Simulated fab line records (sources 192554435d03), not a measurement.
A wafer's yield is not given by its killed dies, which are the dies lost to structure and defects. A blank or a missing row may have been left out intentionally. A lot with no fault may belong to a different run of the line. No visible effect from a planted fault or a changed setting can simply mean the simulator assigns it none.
Which tool was responsible?	flow n5_finfet	12 lots (36 wafers sampled), 1 step of a 1938-step route

WHAT THE GAUGES SHOWED, per wafer
N5_BEOL_M5_OVL_MEAS_29.
lot	measured	on	V4_OVL (nm)
L075	day 8 10:17	overlay-01	0.2 -0.4 0.8
L077	day 8 13:05	overlay-01	-0.6 -0.9 -0.3
L079	day 9 06:24	overlay-01	-1.0 -1.0 -0.2
L081	day 9 14:13	overlay-02	0.4 0.5 -0.6
L084	day 10 10:38	overlay-02	-0.7 0.0 -1.3
L085	day 10 15:48	overlay-02	-1.0 -0.7 -0.8
L088	day 11 14:07	overlay-02	-1.2 -0.8 -0.6
L089	day 11 19:32	overlay-02	-1.2 0.7 -0.6
L091	day 12 11:13	overlay-02	0.5 0.5 0.3
L093	day 12 20:37	overlay-02	1.4 -0.2 1.3
L095	day 13 15:41	overlay-01	1.5 1.2 1.4
L097	day 14 13:32	overlay-02	-0.5 -0.9 -0.7

TOOL THAT RAN EACH LOT (tool first, then ch and the chambers of the sampled wafers, then the start)
Before these readings, the record contains no process step.

THE ANSWER, worked out from the rows above alone
Rule: what is usual is taken from the lots themselves. The widest of any qualifying gaps counts: lots, ordered by their means at a reading, are off when they make up no more than a third of the lots, leave a main group of 4 or more, and stand apart from it by 3 or more times the standard deviation of that group's means. The tables above print the reading to a certain number of digits; a main group whose means all agree to those digits is not used. Also off: a lot with no number at a reading for which 4 or more lots have one. All remaining lots with rows at the step are treated as sound.
No lot is off on any of the readings shown, so nothing can be concluded from this.

WHAT THE SIMULATOR PUT IN
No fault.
